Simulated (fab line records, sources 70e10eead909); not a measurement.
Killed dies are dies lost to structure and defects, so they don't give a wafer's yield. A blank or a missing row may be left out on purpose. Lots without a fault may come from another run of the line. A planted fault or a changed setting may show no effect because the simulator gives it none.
Problem report in the 8D (eight disciplines) form, filled by code | flow nand_harc | the parts of the form that need people (team, actions taken, sign-off) are left out

1. THE PROBLEM
time_to_endpoint_s at NHARC_A_M1_CMP_23 reads a mean of 12.9 s on 3 wafers of 2 lots; wafers without a fault read 29.5 s with a standard deviation of 2.6. That is -6.4 standard deviations from the usual mean.
The step: polishes, t overpolish 20 s, target thk 154.34 nm.
First seen on wafer L236.3, day 21 16:10, on cmp-01. The record holds 42 wafers of 14 lots with a number at this step. Rule for "out", or "out of limits": more than 4 standard deviations from the usual mean. The other wafers with a number count as sound.

2. WHAT IT IS AND WHAT IT IS NOT
question                    | is                     | is not
which readings at this step | time_to_endpoint_s     | motor_current_A
which lots                  | L236, L240             | L220, L221, L222, L225, L226, L227, L228, L230, L232, L237, L241, L243
which wafers of those lots  | L236.3, L240.3, L240.6 | L236.1, L236.5, L240.1
read on which tools         | cmp-01, cmp-04         | cmp-03
when                        | from day 21 16:10      | up to then (29 sound wafers); but 10 sound wafers of L237, L240, L241, L243 came after

3. SUSPECTS, AND WHAT RULES EACH OUT
Counting: a tool at a process step up to the reading stays a suspect if it ran every lot that is out. Sound lots after the first of them don't rule it out here, since some wafers of a struck lot are sound.
- rie_diel-05 at NHARC_A_M1_DESCUM_14 (chemistry O2, time 3 s): kept. It ran every lot that is out, first L236 (day 21 14:03); its last sound lot up to then is L230 (day 20 04:53).
- rie_diel-13 at NHARC_A_M1_STRIP_18 (strips in N2/H2): kept. It ran every lot that is out, first L236 (day 21 14:28); its last sound lot up to then is L225 (day 18 17:02).
- ecd_cu-02 at NHARC_A_M1_ECD_22 (material Cu, target thk 400 nm): kept. It ran every lot that is out, first L236 (day 21 15:30); its last sound lot up to then is L228 (day 20 06:06).
Left after counting: rie_diel-05 at NHARC_A_M1_DESCUM_14, rie_diel-13 at NHARC_A_M1_STRIP_18, ecd_cu-02 at NHARC_A_M1_ECD_22.

4. THE CAUSE (what the simulator had put in)
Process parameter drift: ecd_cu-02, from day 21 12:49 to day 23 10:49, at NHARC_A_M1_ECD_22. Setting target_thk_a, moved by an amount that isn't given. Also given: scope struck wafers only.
Counting left 3 suspects, and this tool is among them.

5. THE CHAIN OF EFFECTS, in route order
Each row: a reading whose mean over the struck wafers that have a number lies more than 3 standard deviations from the usual. Only readings for which the record gives a usual standard deviation are gone through. hours: the time from each lot's start at the first step in this table that gives one to its start at this step, as a median over the lots. sigmas: the change in usual standard deviations.
hours | step              | reading            | usual  | on struck wafers | change | sigmas
0     | NHARC_A_M1_CMP_23 | time_to_endpoint_s | 29.5 s | 12.9             | -16.6  | -6.4
The process steps in it:
- NHARC_A_M1_CMP_23: polishes, t overpolish 20 s, target thk 154.34 nm.

6. WHAT WOULD HAVE CAUGHT IT SOONER
In this record the first reading out of limits was taken at day 21 16:10, 3 hours after the fault began at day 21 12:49.
Of the lots that are out (2), L240 began NHARC_A_M1_ECD_22 on ecd_cu-02 after day 21 16:10. A hold on the tool at that time would have spared it.
